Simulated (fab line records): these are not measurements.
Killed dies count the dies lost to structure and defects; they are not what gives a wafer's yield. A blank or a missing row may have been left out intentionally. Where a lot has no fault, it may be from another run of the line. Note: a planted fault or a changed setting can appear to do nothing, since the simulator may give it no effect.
Chamber matching :: flow nandHarc :: pecvd-04 running NHARC_A_SLIT_DEP_23: 3 sister chambers
The step deposits SiON, target thk 100 nm. 16 wafers are shown with their chamber, then 8 later ones without.

WAFERS PAIRED WITH THEIR CHAMBERS
wafer: L076.1
chamber: 1
showerheadVppV (V): 1073
heaterPowerW (W): 762

wafer: L076.3
chamber: 2
showerheadVppV (V): 1111
heaterPowerW (W): 791

wafer: L076.5
chamber: 1
showerheadVppV (V): 1059
heaterPowerW (W): 753

wafer: L077.1
chamber: 1
showerheadVppV (V): 1058
heaterPowerW (W): 806

wafer: L077.3
chamber: 2
showerheadVppV (V): 1114
heaterPowerW (W): 755

wafer: L077.4
chamber: 2
showerheadVppV (V): 1099
heaterPowerW (W): 759

wafer: L082.2
chamber: 2
showerheadVppV (V): 1093
heaterPowerW (W): 720

wafer: L082.5
chamber: 1
showerheadVppV (V): 1059
heaterPowerW (W): 744

wafer: L082.6
chamber: 2
showerheadVppV (V): 1112
heaterPowerW (W): 737

wafer: L087.2
chamber: 1
showerheadVppV (V): 1071
heaterPowerW (W): 749

wafer: L087.4
chamber: 1
showerheadVppV (V): 1046
heaterPowerW (W): 788

wafer: L087.5
chamber: 0
showerheadVppV (V): 1038
heaterPowerW (W): 765

wafer: L089.2
chamber: 2
showerheadVppV (V): 1113
heaterPowerW (W): 789

wafer: L089.3
chamber: 0
showerheadVppV (V): 1059
heaterPowerW (W): 822

wafer: L089.4
chamber: 0
showerheadVppV (V): 1029
heaterPowerW (W): 671

wafer: L090.2
chamber: 1
showerheadVppV (V): 1057
heaterPowerW (W): 749

SIGNATURES (means of the wafers above)
reading: showerheadVppV
chamber 0: 1042.00
chamber 1: 1060.43
chamber 2: 1107.00
scatter within a chamber: 10.2

reading: heaterPowerW
chamber 0: 752.67
chamber 1: 764.43
chamber 2: 758.50
scatter within a chamber: 38.1
Rule: a wafer's distance from a chamber is the root of the sum, over the readings, of the square of ((its reading less the chamber's mean) divided by the reading's scatter). The wafer belongs to the nearest chamber; if the next one is less than 2 further off, it can't be placed. How the scatter is found: for the shown wafers, subtract from each reading the mean of its chamber, square and add these, divide the total by (wafers less chambers), then take the root.

WAFERS WITH NO CHAMBER GIVEN
wafer: L090.3
showerheadVppV (V): 1108
heaterPowerW (W): 786

wafer: L090.6
showerheadVppV (V): 1038
heaterPowerW (W): 722

wafer: L096.1
showerheadVppV (V): 1108
heaterPowerW (W): 775

wafer: L096.2
showerheadVppV (V): 1067
heaterPowerW (W): 755

wafer: L096.6
showerheadVppV (V): 1074
heaterPowerW (W): 795

wafer: L097.1
showerheadVppV (V): 1103
heaterPowerW (W): 730

wafer: L097.3
showerheadVppV (V): 1035
heaterPowerW (W): 805

wafer: L097.5
showerheadVppV (V): 1128
heaterPowerW (W): 750

THE CHAMBER EACH PASSED THROUGH
wafer: L090.3
from the rows above: 2
in truth: 2

wafer: L090.6
from the rows above: can't be placed: 0 or 1
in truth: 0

wafer: L096.1
from the rows above: 2
in truth: 2

wafer: L096.2
from the rows above: can't be placed: 1 or 0
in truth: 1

wafer: L096.6
from the rows above: can't be placed: 1 or 0 or 2
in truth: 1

wafer: L097.1
from the rows above: 2
in truth: 2

wafer: L097.3
from the rows above: can't be placed: 0 or 1
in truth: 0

wafer: L097.5
from the rows above: 2
in truth: 2
4 of 8 placed correctly. These rows do not allow placing 4 (true chamber among the candidates in 4). Placed wrongly: 0.
